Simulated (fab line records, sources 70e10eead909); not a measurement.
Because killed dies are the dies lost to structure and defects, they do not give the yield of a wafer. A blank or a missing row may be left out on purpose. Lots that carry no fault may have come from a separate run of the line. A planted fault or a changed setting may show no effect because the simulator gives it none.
fab line records	flow nand-harc
record: lots: 11	wafers: 33	last-day: 33
route steps=1302 shown A_CONTACT@1040 END@1302
lots with no fault: from the same line, run without faults
start-h: hours from the record's opening day to when the first of the lot's shown wafers began	wait-h: hours elapsed since this lot's preceding step	" same as the row above	L1.1+2: a single row standing in for several wafers	- either no value or no given start	* or withheld: withheld	< > ~ a bound
route shown NAME@n: a module of which the file shows steps, and the number in the route of the first	usual: mean/standard deviation taken from wafers without a fault	same: alike in all rows	chamber/n: place in a boat	sites: each site's reading	_std_site: standard deviation of those values	_edge_site: the outer-site mean with the inner-site mean subtracted	radius-mm: for every site, how far away it sits from the centre of the wafer	mask NAME#n: copy n	behind: the most recent tool/chamber to have shaped the wafer	hold: cause of the lot's hold/its duration in hours/its outcome	device: the transistor (n, p or np) that didn't switch	end of line: the tests these same wafers got at the end of their route	a step without rows: its recipe alone	killed: the dies lost at the first sort to structure and to defects; this is not the yield of the wafer	map: the dies of a wafer, with x for killed, . for not killed, _ for no die there
set.NAME: the setting the step ran with; set.NAME@STEP: the setting that earlier step ran with	model.NAME: the simulator's own value behind a step, which no gauge read
one table for each step of the route and one row for each wafer, over a sample of lots
services: when a tool's chamber went out of use (start-h, in hours from the record's first day, below 0 if earlier), for how many hours, and the reason
== steps ==
step: NHARC_A_CONTACT_OVL_MEAS_70
usual: overlay-x-nm: 0.1/0.78	overlay-y-nm: 0.1/0.98
lot.wafer	tool	chamber	start-h	wait-h	overlay-x-nm	overlay-y-nm
L615.3	overlay-02	-	514.93	-	0.9	1.1
L615.4	"	-	"	"	0.3	1.1
L615.6	"	-	"	"	0.6	1.3
L616.1	overlay-02	-	523.61	-	1.3	-0.6
L616.2	"	-	"	"	0.8	-1.1
L616.5	"	-	"	"	1.2	-0.6
L620.1	overlay-02	-	559.90	-	-0.7	0.1
L620.2	"	-	"	"	-0.3	0.3
L620.4	"	-	"	"	-0.7	-0.2
L621.2	overlay-01	-	574.09	-	-0.5	0.3
L621.3	"	-	"	"	-0.1	0.4
L621.6	"	-	"	"	0.1	0.5
L622.2	overlay-02	-	583.74	-	1.4	1.8
L622.3	"	-	"	"	1.1	2.0
L622.5	"	-	"	"	0.9	1.7
L625.2	overlay-01	-	604.90	-	0.2	-0.3
L625.5	"	-	"	"	0.1	0.0
L625.6	"	-	"	"	0.2	-0.2
L626.1	overlay-01	-	619.21	-	0.6	-0.3
L626.2	"	-	"	"	0.5	0.1
L626.6	"	-	"	"	0.3	0.5
L628.2	overlay-01	-	639.75	-	-0.8	0.4
L628.3	"	-	"	"	-0.4	0.8
L628.6	"	-	"	"	-0.4	1.0
L629.4	overlay-02	-	640.00	-	-0.6	0.1
L629.5	"	-	"	"	-1.0	1.0
L629.6	"	-	"	"	-0.8	0.5
L633.1	overlay-02	-	691.90	-	0.7	-1.0
L633.2	"	-	"	"	0.6	-0.4
L633.5	"	-	"	"	0.9	-0.5
L637.3	overlay-02	-	727.45	-	1.4	-0.1
L637.4	"	-	"	"	1.7	-0.1
L637.5	"	-	"	"	1.2	-0.9
step: NHARC_A_CONTACT_ETCH_129
recipe: source-w: withheld	pressure-mtorr: 20	bias-v: 3000	time-s: 197	target-depth-a: 19180	ar-flow-sccm: withheld	c4f8-flow-sccm: withheld	o2-flow-sccm: withheld	chemistry: C4F8/O2/Ar
usual: chamber-pressure-mTorr: 20.001/0.018	oes-air-line-au: 1.000/0.021	run-length-s: 197.1/0.42
lot.wafer	tool	chamber	start-h	wait-h	chamber-pressure-mTorr	oes-air-line-au	rf-hours-counter-h	run-length-s
L615.4	har-cap-etch-02	1	517.53	0.1	20.014	1.002	-	197.0
L615.3	"	0	"	"	20.017	1.017	-	197.0
L615.6	"	1	"	"	20.009	1.026	-	197.0
L616.1	har-cap-etch-01	1	526.18	0.1	19.993	1.023	3	197.0
L616.2	"	0	"	"	20.043	0.993	3	197.0
L616.5	"	0	"	"	19.975	1.029	-	197.0
L620.1	har-cap-etch-03	1	562.48	0.1	20.003	1.001	52	197.0
L620.2	"	0	"	"	19.996	1.040	52	197.0
L620.4	"	0	"	"	19.995	1.026	-	197.0
L621.2	har-cap-etch-03	1	579.05	0.1	19.985	1.022	56	197.0
L621.3	"	1	"	"	19.976	1.036	-	197.0
L621.6	"	1	"	"	19.975	1.017	-	197.0
L622.2	har-cap-etch-01	0	586.37	0.1	20.006	0.971	16	197.0
L622.3	"	1	"	"	19.980	0.994	-	197.0
L622.5	"	0	"	"	20.000	0.987	-	197.0
L625.2	har-cap-etch-01	0	608.41	0.1	19.974	1.051	21	197.0
L625.5	"	0	"	"	20.017	1.020	-	197.0
L625.6	"	1	"	"	20.007	1.008	-	197.0
L626.2	har-cap-etch-02	1	621.77	0.1	19.977	0.987	105	197.0
L626.1	"	0	"	"	20.009	0.983	105	197.0
L626.6	"	0	"	"	20.023	0.994	-	197.0
L628.2	har-cap-etch-01	1	642.32	0.1	20.009	0.980	27	197.0
L628.3	"	0	"	"	19.986	0.989	-	197.0
L628.6	"	1	"	"	19.970	0.982	-	197.0
L629.4	har-cap-etch-02	0	644.03	0.3	20.017	1.023	-	199.5
L629.6	"	0	"	"	20.028	1.036	-	199.5
L629.5	"	1	"	"	20.023	0.992	-	198.6
L633.1	har-cap-etch-02	0	695.74	0.1	19.994	1.013	116	197.0
L633.2	"	1	"	"	20.031	0.971	116	197.0
L633.5	"	1	"	"	20.041	0.987	-	197.0
L637.4	har-cap-etch-02	0	730.36	0.2	20.011	1.011	-	197.0
L637.3	"	1	"	"	20.012	0.960	-	197.0
L637.5	"	0	"	"	19.992	1.005	-	197.0
step: NHARC_A_CONTACT_ETCH_130
recipe: source-w: withheld	pressure-mtorr: 20	bias-v: 3000	time-s: 197	target-depth-a: 19180	ar-flow-sccm: withheld	c4f8-flow-sccm: withheld	o2-flow-sccm: withheld	chemistry: C4F8/O2/Ar
usual: chamber-pressure-mTorr: 19.999/0.021	oes-air-line-au: 0.999/0.02	run-length-s: 197.1/0.43
lot.wafer	tool	chamber	start-h	wait-h	chamber-pressure-mTorr	oes-air-line-au	rf-hours-counter-h	run-length-s
L615.4	har-cap-etch-02	1	517.71	0.1	19.991	0.980	-	197.0
L615.3	"	0	"	"	19.998	0.984	-	197.0
L615.6	"	1	"	"	19.997	0.977	-	197.0
L616.1	har-cap-etch-01	1	526.36	0.1	19.949	1.035	3	197.0
L616.2	"	0	"	"	19.966	0.978	3	197.0
L616.5	"	0	"	"	19.991	1.028	-	197.0
L620.1	har-cap-etch-03	1	562.65	0.1	20.010	1.018	52	197.0
L620.2	"	0	"	"	20.021	1.015	52	197.0
L620.4	"	0	"	"	19.995	1.018	-	197.0
L621.2	har-cap-etch-03	1	579.23	0.1	20.013	1.019	56	197.0
L621.3	"	1	"	"	19.987	1.034	-	197.0
L621.6	"	1	"	"	20.027	0.991	-	197.0
L622.2	har-cap-etch-01	0	586.55	0.1	20.038	0.975	16	197.0
L622.3	"	1	"	"	19.994	0.979	-	197.0
L622.5	"	0	"	"	19.985	0.978	-	197.0
L625.2	har-cap-etch-01	0	608.58	0.1	19.980	0.981	21	197.0
L625.5	"	0	"	"	19.995	0.976	-	197.0
L625.6	"	1	"	"	20.049	0.969	-	197.0
L626.2	har-cap-etch-02	1	621.94	0.1	20.001	0.993	105	197.0
L626.1	"	0	"	"	19.990	0.984	105	197.0
L626.6	"	0	"	"	20.000	0.975	-	197.0
L628.2	har-cap-etch-01	1	642.50	0.1	20.005	1.009	27	197.0
L628.3	"	0	"	"	19.996	0.975	-	197.0
L628.6	"	1	"	"	20.039	0.986	-	197.0
L629.4	har-cap-etch-02	0	644.45	0.4	20.019	1.005	-	199.4
L629.6	"	0	"	"	20.010	0.967	-	199.1
L629.5	"	1	"	"	19.991	1.001	-	199.1
L633.1	har-cap-etch-02	0	695.92	0.1	19.993	1.009	117	197.0
L633.2	"	1	"	"	19.999	0.975	117	197.0
L633.5	"	1	"	"	19.995	0.986	-	197.0
L637.4	har-cap-etch-02	0	730.59	0.2	19.992	1.011	-	197.0
L637.3	"	1	"	"	19.972	0.995	-	197.0
L637.5	"	0	"	"	20.039	1.006	-	197.0
step: NHARC_A_CONTACT_ETCH_91
recipe: target-depth-a: 400	over-etch-frac: 0.5	time-s: 85.7	ion-energy-ev: 120	ch3f-flow-sccm: 50	o2-flow-sccm: 30	ar-flow-sccm: 200	rf-w: 500	bias-w: 100	chemistry: CH3F/O2
usual: chamber-pressure-mTorr: 25.004/0.023	drypump-motor-current-A: 5.75/0.3	o2-flow-sccm: 30.00/0.083	oes-product-au: 0.928/0.02	rf-vpp-V: 244.9/1.5	run-length-s: 107.0/0.56	showerhead-plenum-p-Torr: 2.49/0.09	throttle-valve-pct: 20.664/0.0097
lot.wafer	tool	chamber	start-h	wait-h	chamber-pressure-mTorr	drypump-motor-current-A	o2-flow-sccm	oes-product-au	rf-hours-counter-h	rf-vpp-V	run-length-s	showerhead-plenum-p-Torr	throttle-valve-pct
L615.3	rie-diel-10	0	518.99	0.5	24.981	5.46	29.97	0.935	29	246.8	106.7	2.63	20.670
L615.4	"	1	"	"	25.024	5.73	30.02	0.951	22	242.6	106.2	2.46	20.671
L615.6	"	3	"	"	25.014	5.93	30.00	0.916	-	244.4	106.8	2.52	20.657
L616.2	rie-diel-05	1	527.68	0.6	24.955	5.98	29.87	0.898	20	244.9	107.2	2.49	20.660
L616.1	"	3	"	"	24.995	5.71	29.91	0.925	21	246.5	107.6	2.55	20.682
L616.5	"	2	"	"	24.982	6.08	30.02	0.922	-	244.1	106.7	2.34	20.676
L620.1	rie-diel-10	0	563.97	0.7	25.007	5.46	30.02	0.945	41	246.6	106.5	2.62	20.645
L620.2	"	1	"	"	25.004	5.76	29.93	0.948	34	244.0	106.1	2.45	20.649
L620.4	"	3	"	"	24.999	5.95	30.08	0.932	42	244.9	106.7	2.52	20.652
L621.3	rie-diel-05	3	580.53	0.5	25.000	5.69	29.79	0.945	30	244.4	108.0	2.55	20.673
L621.2	"	0	"	"	25.028	5.70	29.94	0.951	30	244.7	106.6	2.47	20.657
L621.6	"	0	"	"	25.034	5.69	30.01	0.937	-	245.4	107.2	2.47	20.663
L622.3	rie-diel-10	1	587.84	0.6	25.048	5.75	29.82	0.940	44	245.7	105.8	2.45	20.653
L622.2	"	0	"	"	24.997	5.44	30.04	0.936	52	246.0	106.8	2.62	20.672
L622.5	"	2	"	"	24.985	5.42	30.00	0.944	-	246.8	107.0	2.64	20.671
L625.2	rie-diel-05	3	609.90	0.7	24.999	5.70	30.01	0.904	5	244.0	107.7	2.55	20.666
L625.6	"	3	"	"	24.965	5.71	29.89	0.909	-	243.7	107.6	2.55	20.658
L625.5	"	0	"	"	25.006	5.69	30.03	0.925	-	243.4	106.9	2.47	20.667
L626.1	rie-diel-05	2	623.26	0.6	25.021	6.08	29.88	0.933	7	241.5	106.7	2.34	20.663
L626.2	"	3	"	"	25.037	5.71	29.98	0.922	7	245.5	107.8	2.55	20.659
L626.6	"	3	"	"	24.979	5.71	29.95	0.919	-	246.8	107.7	2.55	20.671
L628.3	rie-diel-05	3	643.79	0.6	25.002	5.72	30.15	0.916	10	245.9	107.8	2.55	20.655
L628.2	"	1	"	"	24.991	5.97	30.17	0.906	12	245.4	107.0	2.49	20.664
L628.6	"	0	"	"	24.993	5.72	30.08	0.934	-	244.1	107.1	2.47	20.668
L629.4	rie-diel-05	1	646.50	0.8	24.970	5.99	30.05	0.905	12	244.3	107.5	2.49	20.678
L629.6	"	0	"	"	24.941	5.70	29.93	0.921	-	245.2	106.8	2.47	20.663
L629.5	"	1	"	"	25.045	6.00	30.10	0.894	-	245.9	106.8	2.49	20.661
L633.2	rie-diel-05	3	697.27	0.7	24.999	5.70	30.13	0.921	21	245.9	108.1	2.54	20.671
L633.1	"	0	"	"	25.007	5.71	29.91	0.919	25	243.8	106.6	2.46	20.673
L633.5	"	2	"	"	24.971	6.07	30.03	0.932	-	242.2	106.7	2.33	20.656
L637.4	rie-diel-05	3	732.17	0.7	24.985	5.70	30.07	0.921	31	246.2	107.9	2.54	20.646
L637.3	"	0	"	"	25.022	5.70	29.99	0.923	33	244.1	68.9	2.46	20.668
L637.5	"	2	"	"	25.016	6.02	30.00	0.927	-	242.0	106.9	2.33	20.653
step: NHARC_END_SORT_01
recipe: temp-c: 25
usual: killed-at-array: 58/22	killed-at-other: 1.0/1.3	killed-at-periphery: 5/3.4	killed-dies: 64/22	killed-open: 3.6/1.8	killed-short: 2.4/1.7
same: gross-dies: 677
lot.wafer	tool	chamber	start-h	wait-h	killed-at-array	killed-at-other	killed-at-periphery	killed-dies	killed-open	killed-short
L637.3	prober-02	0	789.22	3.1	210	0	3	213	2	3
L637.4	prober-02	0	790.02	3.4	44	0	3	47	3	0
L637.5	prober-02	0	790.82	3.7	55	1	3	59	4	2
killed by level:class
L637.3 A_CONTACT:area-etch=155 A_CHANNEL_HOLE_D1:chamber-film-flake=21 A_SLIT:chamber-film-flake=13 A_CONTACT:chamber-film-flake=12 A_ZERO_WELL:chamber-film-flake=2 A_CHANNEL_HOLE_D2:chamber-film-flake=2 A_WL_FILL:chamber-film-flake=2 P_GATE:geometric-particle:open=1
L637.4 A_CHANNEL_HOLE_D1:chamber-film-flake=21 A_SLIT:chamber-film-flake=7 A_CONTACT:chamber-film-flake=7 P_CONTACT:geometric-particle:open=3 A_ZERO_WELL:chamber-film-flake=3 A_WL_FILL:chamber-film-flake=3 A_CHANNEL_FILL_D1:chamber-film-flake=1 A_CHANNEL_HOLE_D2:chamber-film-flake=1
L637.5 A_CHANNEL_HOLE_D1:chamber-film-flake=21 A_SLIT:chamber-film-flake=15 A_CONTACT:chamber-film-flake=8 A_STAIRCASE:chamber-film-flake=5 A_WL_FILL:chamber-film-flake=2 P_CONTACT:geometric-particle:short=1 P_CONTACT:geometric-particle:open=1 P_M1:geometric-particle:open=1
== services ==
tool	chamber	start-h	hours	kind
har-cap-etch-01	-	497.00	17.0	pm
har-cap-etch-01	0	497.00	17.0	vent-cycle
har-cap-etch-01	1	497.00	17.0	vent-cycle
rie-diel-10	0	498.78	5.2	repair
rie-diel-05	2	503.05	1.7	repair
har-cap-etch-01	0	514.00	-	clean
har-cap-etch-01	0	514.00	-	consumable-replace:focus-ring
har-cap-etch-01	1	514.00	-	clean
rie-diel-05	0	514.10	-	clean
rie-diel-05	1	514.10	-	clean
rie-diel-05	2	514.10	-	clean
rie-diel-05	3	514.10	-	clean
rie-diel-05	0	538.86	-	clean
rie-diel-05	1	538.86	-	clean
rie-diel-05	2	538.86	-	clean
rie-diel-10	0	539.17	2.1	repair
rie-diel-05	-	584.22	9.0	pm
rie-diel-10	0	593.91	3.1	repair
rie-diel-10	-	599.96	9.0	pm
rie-diel-10	3	622.77	5.5	repair
rie-diel-05	0	641.73	1.7	repair
rie-diel-05	1	684.98	12.2	repair
rie-diel-10	0	710.45	4.6	repair
rie-diel-10	0	723.49	2.4	repair
== key ==
first-sign: step: NHARC_A_CONTACT_ETCH_91	reading: run-length-s	direction: down	sigmas: 69	usual: *	struck: *
effect: step: NHARC_END_SORT_01	reading: killed-at-array	direction: up	sigmas: 7	usual: 58	struck: 210
more-kills-born-at: NHARC_A_CONTACT_ETCH_91@rie-diel-05: 155
met-at NHARC_A_CONTACT_ETCH_91
struck-lots L637
struck-wafers L637.3
tester-left-out L637
not-acting-at NHARC_A_CONTACT_OVL_MEAS_70,NHARC_A_CONTACT_ETCH_129,NHARC_A_CONTACT_ETCH_130
onset-between 697.27 732.17
fault: kind: process-parameter-drift	tool: rie-diel-05	chamber: 0	onset-h: 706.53	steps: NHARC_A_CONTACT_ETCH_91	channel: time-s	offset: *	shape: step	end-h: 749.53	acts-in: *	stated: *
tester-left-out: of these lots the tester's yield and bins aren't shown, on N5 and GAA mostly nor the transistor test; their killed dies are dies lost to structure and defects alone, not to doping, threshold or leakage, so they don't give the yield
